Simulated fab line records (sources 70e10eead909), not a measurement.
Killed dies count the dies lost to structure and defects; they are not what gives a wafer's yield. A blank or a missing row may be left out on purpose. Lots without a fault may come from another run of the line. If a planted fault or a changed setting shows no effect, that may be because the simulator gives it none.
fab line records	flow nand_harc
[record] lots = 11	wafers = 33	last_day = 33
route steps=1302 shown A_CONTACT@1080
lots that met no fault: from a run of the same line without faults
start_h: hours from the record's opening day to when the first of the lot's shown wafers began	wait_h: hours elapsed since this lot's preceding step	" unchanged from the row above	L1.1+2: a single row standing in for several wafers	- no value, or no start was given	* or withheld: withheld	< > ~ a bound
route shown NAME@n: NAME is a module with steps in the file, n the number in the route of the first one	usual: mean/standard deviation of fault-free wafers	same: alike in all rows	chamber/n: place in a boat	sites: the reading at each site	_std_site: standard deviation of those values	_edge_site: outer sites' mean less inner sites'	radius_mm: how far each site lies from the wafer's centre	mask NAME#n: copy n	behind: the last tool/chamber to shape the wafer	hold: why the lot went on hold/how many hours it stayed there/how the hold came to an end	device: which transistor (n, p or np) failed to switch	end of line: at the end of the route, the tests of the same wafers	a step with no rows: only its recipe	killed: dies lost to structure and defects at the first sort, not the wafer's yield	map: per-die view of a wafer (x killed, . not killed, _ where there is no die)
set.NAME: setting as actually run; set.NAME@STEP: the setting as run at that earlier step	model.NAME: the simulator's own value behind a step, which no gauge read
the route's steps for a sample of lots (tables are steps, rows are wafers)
services: from which hour (start_h, from the record's first day; less than 0 if before it) a tool's chamber was out of use, for how many hours, and why
[[steps]]
[step NHARC_A_CONTACT_INSPECT_10]
[usual] raw_defect_count = 84/42
lot.wafer	tool	chamber	start_h	wait_h	raw_defect_count
L144.1	defect_inspect-01	-	509.80	0.0	61
L144.2	"	-	"	"	55
L144.4	"	-	"	"	66
L145.2	defect_inspect-01	-	527.70	0.0	60
L145.4	"	-	"	"	53
L145.5	"	-	"	"	65
L147.1	defect_inspect-01	-	538.38	0.0	127
L147.4	"	-	"	"	120
L147.6	"	-	"	"	109
L149.3	defect_inspect-01	-	551.92	0.0	97
L149.5	"	-	"	"	110
L149.6	"	-	"	"	107
L148.2	defect_inspect-01	-	552.86	0.0	65
L148.4	"	-	"	"	67
L148.6	"	-	"	"	65
L158.3	defect_inspect-02	-	644.33	0.1	81
L158.4	"	-	"	"	70
L158.5	"	-	"	"	99
L160.2	defect_inspect-01	-	687.98	0.0	141
L160.4	"	-	"	"	157
L160.6	"	-	"	"	148
L162.1	defect_inspect-01	-	694.20	0.0	23
L162.2	"	-	"	"	27
L162.4	"	-	"	"	19
L161.2	defect_inspect-02	-	699.19	0.0	140
L161.3	"	-	"	"	147
L161.5	"	-	"	"	134
L163.2	defect_inspect-01	-	702.80	0.0	70
L163.5	"	-	"	"	74
L163.6	"	-	"	"	94
L166.3	defect_inspect-02	-	737.35	0.0	17
L166.5	"	-	"	"	18
L166.6	"	-	"	"	25
[step NHARC_A_CONTACT_ETCH_88]
[recipe] target_depth_a = 390	over_etch_frac = 0.3	time_s = 65	ion_energy_ev = 80	cf4_flow_sccm = 150	ar_flow_sccm = 0	rf_w = 300	bias_w = 100	chemistry = CF4
[usual] drypump_motor_current_A = 5.6/0.33	mfc_ar_sccm = 0.007/0.011	oes_product_au = 1.003/0.0097	rf_fwd_power_W = 297.5/1.2	rf_vpp_V = 151.8/1.1	showerhead_plenum_p_Torr = 1.81/0.066	throttle_valve_pct = 13.283/0.0091
lot.wafer	tool	chamber	start_h	wait_h	drypump_motor_current_A	mfc_ar_sccm	oes_product_au	rf_fwd_power_W	rf_hours_counter_h	rf_vpp_V	showerhead_plenum_p_Torr	throttle_valve_pct
L144.2	rie_diel-03	1	509.96	0.1	6.1	0	1.006	299.9	16	150.7	1.74	13.277
L144.1	"	3	"	"	5.6	0.003	1.004	296.7	14	151.7	1.89	13.293
L144.4	"	1	"	"	6.1	0	1.003	298.8	-	150.5	1.74	13.284
L145.4	rie_diel-08	2	527.91	0.1	5.7	0.011	0.993	298.0	50	150.5	1.68	13.305
L145.2	"	3	"	"	5.0	0.043	1.015	296.5	52	151.1	1.79	13.297
L145.5	"	2	"	"	5.7	0.011	0.996	297.7	-	150.6	1.68	13.294
L147.1	rie_diel-12	3	538.53	0.1	5.4	0	0.993	297.4	15	151.8	1.85	13.266
L147.4	"	1	"	"	6.0	0	0.999	295.4	16	151.4	1.79	13.288
L147.6	"	2	"	"	5.8	0.024	1.000	299.8	-	152.1	1.86	13.279
L149.3	rie_diel-03	0	552.20	0.2	5.3	0	1.022	297.2	27	152.5	1.71	13.287
L149.6	"	0	"	"	5.3	0	1.017	297.3	-	151.1	1.71	13.288
L149.5	"	2	"	"	4.8	0	1.010	298.5	-	150.4	1.72	13.283
L148.4	rie_diel-12	1	553.02	0.1	6.0	0	1.010	297.5	18	150.9	1.79	13.274
L148.2	"	3	"	"	5.4	0	0.997	297.4	17	150.7	1.85	13.284
L148.6	"	0	"	"	5.6	0	1.003	296.4	-	153.2	1.90	13.281
L158.3	rie_diel-12	2	644.48	0.1	5.8	0.024	1.011	297.8	1	152.9	1.86	13.267
L158.4	"	3	"	"	5.4	0	0.994	299.6	2	151.2	1.84	13.279
L158.5	"	1	"	"	6.0	0	0.997	295.1	-	150.4	1.78	13.269
L160.2	rie_diel-12	2	688.15	0.1	5.8	0.024	1.021	297.7	8	150.8	1.86	13.281
L160.4	"	1	"	"	6.0	0	1.000	296.8	-	151.0	1.78	13.280
L160.6	"	3	"	"	5.4	0	0.992	296.8	-	150.0	1.84	13.291
L162.2	rie_diel-12	2	694.35	0.1	5.8	0.024	1.025	298.9	10	152.6	1.86	13.272
L162.4	"	0	"	"	5.6	0	0.998	297.7	6	152.4	1.90	13.285
L162.1	"	1	"	"	6.0	0	1.005	296.3	11	150.8	1.78	13.291
L161.3	rie_diel-08	1	699.35	0.1	5.6	0.002	0.991	297.4	43	152.2	1.85	13.263
L161.2	"	0	"	"	5.6	0	1.013	298.7	47	151.0	1.77	13.268
L161.5	"	1	"	"	5.6	0.002	0.995	296.0	-	152.8	1.85	13.287
L163.2	rie_diel-12	3	702.96	0.1	5.4	0	1.001	299.1	13	152.4	1.84	13.282
L163.5	"	2	"	"	5.8	0.024	1.021	297.4	-	152.9	1.86	13.286
L163.6	"	3	"	"	5.4	0	0.993	297.8	-	151.5	1.84	13.272
L166.3	rie_diel-12	1	737.49	0.1	6.0	0	0.988	296.6	20	151.5	1.78	13.281
L166.5	"	1	"	"	6.0	0	1.004	298.0	-	151.6	1.78	13.272
L166.6	"	2	"	"	5.8	0.024	1.007	297.1	-	152.5	1.85	13.268
[step NHARC_A_CONTACT_ETCH_89]
[recipe] target_depth_a = 2600	over_etch_frac = 0.3	time_s = 475.3	ion_energy_ev = 200	n2_flow_sccm = 150	h2_flow_sccm = 150	ar_flow_sccm = 0	rf_w = 400	bias_w = 150	chemistry = N2/H2
[usual] drypump_motor_current_A = 5.6/0.33	mfc_ar_sccm = 0.006/0.011	oes_product_au = 1.003/0.0093	rf_fwd_power_W = 399.5/1.2	rf_vpp_V = 432.2/2.4	showerhead_plenum_p_Torr = 2.10/0.085	throttle_valve_pct = 14.172/0.0086
lot.wafer	tool	chamber	start_h	wait_h	drypump_motor_current_A	mfc_ar_sccm	oes_product_au	rf_fwd_power_W	rf_hours_counter_h	rf_vpp_V	showerhead_plenum_p_Torr	throttle_valve_pct
L144.1	rie_diel-03	2	-	-	4.8	0	1.018	397.2	17	428.5	1.98	14.173
L144.2	"	3	"	"	5.7	0.003	1.021	399.2	14	435.5	2.19	14.184
L144.4	"	3	"	"	5.7	0.003	1.025	399.3	-	437.6	2.19	14.162
L145.2	rie_diel-08	3	-	-	5.0	0.043	1.000	399.1	53	430.6	2.06	14.180
L145.4	"	0	"	"	5.6	0	1.007	398.4	51	431.1	2.06	14.167
L145.5	"	0	"	"	5.6	0	1.009	399.1	-	428.7	2.06	14.184
L147.1	rie_diel-12	1	-	-	6.0	0	1.000	399.3	16	431.3	2.07	14.171
L147.4	"	3	"	"	5.4	0	0.982	400.8	15	433.7	2.14	14.168
L147.6	"	1	"	"	6.0	0	0.998	401.1	-	430.3	2.07	14.159
L149.3	rie_diel-03	3	-	-	5.7	0.003	1.019	399.5	32	433.7	2.18	14.149
L149.6	"	0	"	"	5.3	0	1.019	397.7	-	427.8	1.97	14.176
L149.5	"	2	"	"	4.8	0	1.004	400.4	-	428.4	1.98	14.187
L148.2	rie_diel-12	1	-	-	6.1	0	1.003	399.0	19	430.5	2.06	14.168
L148.4	"	3	"	"	5.4	0	0.998	400.4	17	432.8	2.14	14.178
L148.6	"	1	"	"	6.0	0	0.999	399.6	-	432.1	2.06	14.156
L158.3	rie_diel-12	0	-	-	5.6	0	1.001	399.5	2	435.6	2.21	14.181
L158.4	"	2	"	"	5.8	0.024	1.009	399.2	1	432.2	2.15	14.177
L158.5	"	1	"	"	6.0	0	0.997	399.2	-	429.7	2.06	14.172
L160.2	rie_diel-12	2	-	-	5.8	0.024	1.024	398.6	8	432.6	2.15	14.184
L160.6	"	3	"	"	5.4	0	1.004	396.2	-	432.0	2.13	14.175
L160.4	"	1	"	"	6.0	0	1.001	399.7	-	432.4	2.06	14.162
L162.2	rie_diel-12	1	-	-	6.0	0	0.998	398.8	11	431.7	2.06	14.176
L162.4	"	2	"	"	5.7	0.024	1.016	400.5	10	434.5	2.15	14.182
L162.1	"	3	"	"	5.4	0	1.013	400.7	11	433.5	2.13	14.168
L161.2	rie_diel-08	2	-	-	5.7	0.011	1.007	398.8	49	426.8	1.90	14.191
L161.3	"	1	"	"	5.6	0.002	1.007	399.7	43	432.7	2.14	14.170
L161.5	"	3	"	"	5.0	0.043	1.004	398.1	-	429.8	2.04	14.172
L163.2	rie_diel-12	0	-	-	5.5	0	1.004	398.0	8	433.4	2.20	14.176
L163.6	"	3	"	"	5.4	0	1.023	398.4	-	431.4	2.13	14.176
L163.5	"	0	"	"	5.6	0	1.015	400.0	-	434.8	2.20	14.176
L166.3	rie_diel-12	3	-	-	5.4	0	1.005	400.2	22	433.9	2.13	14.176
L166.5	"	3	"	"	5.4	0	1.004	399.6	-	434.5	2.13	14.172
L166.6	"	0	"	"	5.6	0	0.990	400.8	-	434.2	2.20	14.169
[step NHARC_A_CONTACT_CVD_19]
[recipe] target_thk_a = 3000	temp_c = 300	pressure_torr = 40	wf6_flow_sccm = 40	h2_flow_sccm = 1600	ar_flow_sccm = 1560	time_s = 802	material = W
[usual] heater_power_w = 480/28	mfc_ar_sccm = 1561/4.9	throttle_valve_pct = 8.0/0.31
lot.wafer	tool	chamber	start_h	wait_h	heater_power_w	mfc_ar_sccm	throttle_valve_pct
L144.1	cvd_w-02	1	515.15	-	468	1564	8.3
L144.2	"	0	"	"	459	1560	8.0
L144.4	"	1	"	"	463	1564	8.5
L145.2	cvd_w-01	1	532.16	-	486	1564	7.8
L145.4	"	1	"	"	487	1552	8.0
L145.5	"	1	"	"	490	1558	8.0
L147.1	cvd_w-01	1	542.89	-	484	1557	7.7
L147.4	"	0	"	"	526	1565	7.5
L147.6	"	0	"	"	524	1554	7.7
L149.3	cvd_w-02	1	557.08	-	466	1563	8.6
L149.6	"	0	"	"	477	1564	8.2
L149.5	"	1	"	"	477	1564	8.4
L148.2	cvd_w-02	0	557.58	-	452	1569	8.4
L148.4	"	0	"	"	457	1574	8.1
L148.6	"	0	"	"	449	1570	8.4
L158.4	cvd_w-02	0	648.98	-	448	1563	8.5
L158.3	"	1	"	"	462	1556	8.3
L158.5	"	0	"	"	449	1559	8.2
L160.2	cvd_w-02	0	692.71	-	453	1570	8.5
L160.4	"	0	"	"	444	1564	8.2
L160.6	"	0	"	"	441	1569	8.1
L162.1	cvd_w-02	0	698.60	-	456	1555	8.4
L162.2	"	1	"	"	451	1561	8.1
L162.4	"	1	"	"	459	1555	8.3
L161.2	cvd_w-02	1	703.59	-	457	1565	7.9
L161.3	"	1	"	"	447	1566	8.1
L161.5	"	0	"	"	454	1560	8.5
L163.2	cvd_w-02	1	707.41	-	449	1557	8.4
L163.6	"	0	"	"	448	1568	8.5
L163.5	"	1	"	"	459	1559	8.0
L166.3	cvd_w-02	1	742.01	-	471	1553	8.2
L166.6	"	1	"	"	447	1562	8.3
L166.5	"	0	"	"	447	1564	8.2
[step NHARC_A_CONTACT_CMP_20]
[recipe] t_overpolish_s = 30	target_thk_nm = 300
[usual] motor_current_A = 11.6/0.79	overpolish_run_s = 30.001/0.0094	time_to_endpoint_s = 60/3.8
lot.wafer	tool	chamber	start_h	wait_h	motor_current_A	overpolish_run_s	time_to_endpoint_s
L144.1	cmp-04	0	516.04	0.8	11.9	30.007	51
L144.2	"	1	"	"	10.4	29.997	54
L144.4	"	3	"	"	10.2	29.996	57
L145.4	cmp-04	1	533.03	0.5	11.1	30.014	55
L145.2	"	3	"	"	10.1	30.014	55
L145.5	"	2	"	"	12.4	29.997	61
L147.4	cmp-04	3	543.70	0.6	10.4	29.988	56
L147.1	"	0	"	"	11.1	29.985	53
L147.6	"	2	"	"	12.5	29.992	58
L149.3	cmp-01	0	557.60	0.4	12.3	30.006	57
L149.6	"	0	"	"	12.8	30.007	106
L149.5	"	1	"	"	11.5	30.010	60
L148.2	cmp-03	2	558.35	0.6	13.4	29.999	113
L148.4	"	3	"	"	11.3	29.991	118
L148.6	"	3	"	"	12.1	30.003	125
L158.4	cmp-04	3	649.64	0.5	10.0	29.989	59
L158.3	"	0	"	"	11.8	30.004	58
L158.5	"	2	"	"	12.4	30.007	64
L160.2	cmp-04	0	693.61	0.8	11.9	30.003	59
L160.4	"	1	"	"	11.3	29.999	61
L160.6	"	3	"	"	10.4	29.996	62
L162.1	cmp-01	1	699.50	0.8	12.3	30.004	60
L162.2	"	2	"	"	11.7	29.993	62
L162.4	"	0	"	"	12.8	29.995	57
L161.3	cmp-04	3	704.53	0.6	10.0	30.000	60
L161.2	"	0	"	"	12.1	30.019	55
L161.5	"	2	"	"	12.4	29.985	62
L163.2	cmp-03	3	708.24	0.7	11.6	29.991	64
L163.6	"	1	"	"	10.3	30.002	62
L163.5	"	2	"	"	13.2	29.991	62
L166.3	cmp-04	0	742.73	0.6	12.5	30.005	61
L166.6	"	1	"	"	11.0	29.988	63
L166.5	"	2	"	"	12.7	29.998	63
[[services]]
tool	chamber	start_h	hours	kind
cmp-03	-	486.82	1.8	repair
cmp-04	-	503.00	4.0	pm
cmp-04	-	522.24	0.9	repair
cmp-04	-	535.98	1.9	repair
cmp-01	-	540.55	0.8	repair
rie_diel-08	1	542.38	3.7	repair
rie_diel-08	-	545.21	9.0	pm
cvd_w-01	-	547.40	13.0	pm
cmp-03	-	554.00	4.0	pm
rie_diel-12	1	577.49	3.9	repair
rie_diel-12	3	581.30	1.6	repair
cvd_w-02	-	583.97	0.3	repair
cmp-04	-	586.88	2.2	repair
cmp-04	-	601.00	4.0	pm
rie_diel-12	-	622.40	9.0	pm
cvd_w-02	-	631.00	13.0	pm
rie_diel-03	-	635.56	9.0	pm
rie_diel-08	1	648.37	9.1	repair
rie_diel-08	-	650.22	0.5	repair
rie_diel-08	-	666.91	0.3	repair
rie_diel-12	0	673.93	16.8	repair
rie_diel-03	3	678.19	6.5	repair
cmp-04	-	699.00	4.0	pm
rie_diel-08	-	722.21	9.0	pm
[[key]]
[first_sign] step = NHARC_A_CONTACT_CMP_20	reading = time_to_endpoint_s	direction = up	sigmas = 14	usual = *	struck = *
effect none on later readings
met_at NHARC_A_CONTACT_CVD_19
struck_lots L148,L149
struck_wafers L148.2,L148.4,L148.6,L149.6
tester_left_out L148,L149
not_acting_at NHARC_A_CONTACT_INSPECT_10,NHARC_A_CONTACT_ETCH_88,NHARC_A_CONTACT_ETCH_89
onset_between 515.15 557.08
[fault] kind = process_parameter_drift	tool = cvd_w-02	chamber = 0	onset_h = 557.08	steps = NHARC_A_CONTACT_CVD_19	channel = target_thk_a	offset = *	shape = step	end_h = 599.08	acts_in = *	stated = *
// tester_left_out: of these lots the tester's yield and bins aren't shown, on N5 and GAA mostly nor the transistor test; their killed dies are dies lost to structure and defects alone, not to doping, threshold or leakage, so they don't give the yield
